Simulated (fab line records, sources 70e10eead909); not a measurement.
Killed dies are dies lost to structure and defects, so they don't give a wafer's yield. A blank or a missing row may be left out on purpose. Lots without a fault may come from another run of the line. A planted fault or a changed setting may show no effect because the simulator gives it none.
Which tool did it? | flow nand_harc | 12 lots, 36 wafers sampled, at 2 steps of a route of 1302

WHAT THE GAUGES READ, wafer by wafer
NHARC_A_CONTACT_CD_MEAS_69: target cd 300 nm.
lot  | measured     | on        | cd_nm (nm)
L075 | day 22 14:41 | cd_sem-03 | 298.7 299.1 299.6
L074 | day 23 01:31 | cd_sem-02 | 300.5 300.6 299.4
L079 | day 23 17:20 | cd_sem-02 | 300.5 300.3 299.9
L081 | day 24 12:52 | cd_sem-03 | 301.0 301.8 300.8
L083 | day 25 10:50 | cd_sem-01 | 300.6 300.3 300.9
L086 | day 25 23:44 | cd_sem-01 | 300.2 300.3 299.6
L087 | day 26 20:23 | cd_sem-02 | 301.1 300.4 300.3
L088 | day 27 19:13 | cd_sem-02 | 299.6 299.6 299.8
L090 | day 28 12:13 | cd_sem-03 | 300.6 299.2 300.7
L093 | day 29 12:38 | cd_sem-01 | 299.8 300.1 300.1
L095 | day 30 11:34 | cd_sem-02 | 299.5 300.0 300.2
L097 | day 31 09:45 | cd_sem-03 | 299.9 300.3 299.9

WHICH TOOL RAN EACH LOT (tool, then ch and the chambers of the sampled wafers, then the start)
lot  | NHARC_A_CONTACT_ETCH_120
L075 | har_cap_etch-02 ch 0,1, day 22 05:33
L074 | har_cap_etch-01 ch 0,1, day 22 15:39
L079 | har_cap_etch-02 ch 0,1, day 23 09:12
L081 | har_cap_etch-01 ch 0,1, day 24 05:37
L083 | har_cap_etch-02 ch 0,1, day 25 04:13
L086 | har_cap_etch-01 ch 0,1, day 25 16:07
L087 | har_cap_etch-01 ch 0,1, day 26 12:46
L088 | har_cap_etch-03 ch 0,1, day 27 12:34
L090 | har_cap_etch-01 ch 0,1, day 28 02:59
L093 | har_cap_etch-01 ch 0,1, day 28 23:44
L095 | har_cap_etch-01 ch 0,1, day 30 04:34
L097 | har_cap_etch-03 ch 0,1, day 31 02:44
- NHARC_A_CONTACT_ETCH_120: etches the open film in C4F8/O2/Ar, time 190 s, target depth 1850 nm.

THE ANSWER, worked out from the rows above alone
Rule: what is usual is taken from the lots themselves. Put in order of their means at a reading, lots are off if they are a third of the lots or fewer, leave a main group of 4 or more, and stand apart from it by a gap of 3 or more times the standard deviation of the main group's means; of several such gaps the widest counts. A main group whose means are all the same, to the digits that the tables above print for the reading, isn't used. A lot without any number at a reading at which 4 lots or more have one is off too. The other lots that the step has rows for count as sound.
No lot is off at any reading shown: from this, nothing can be told.

WHAT THE SIMULATOR HAD PUT IN
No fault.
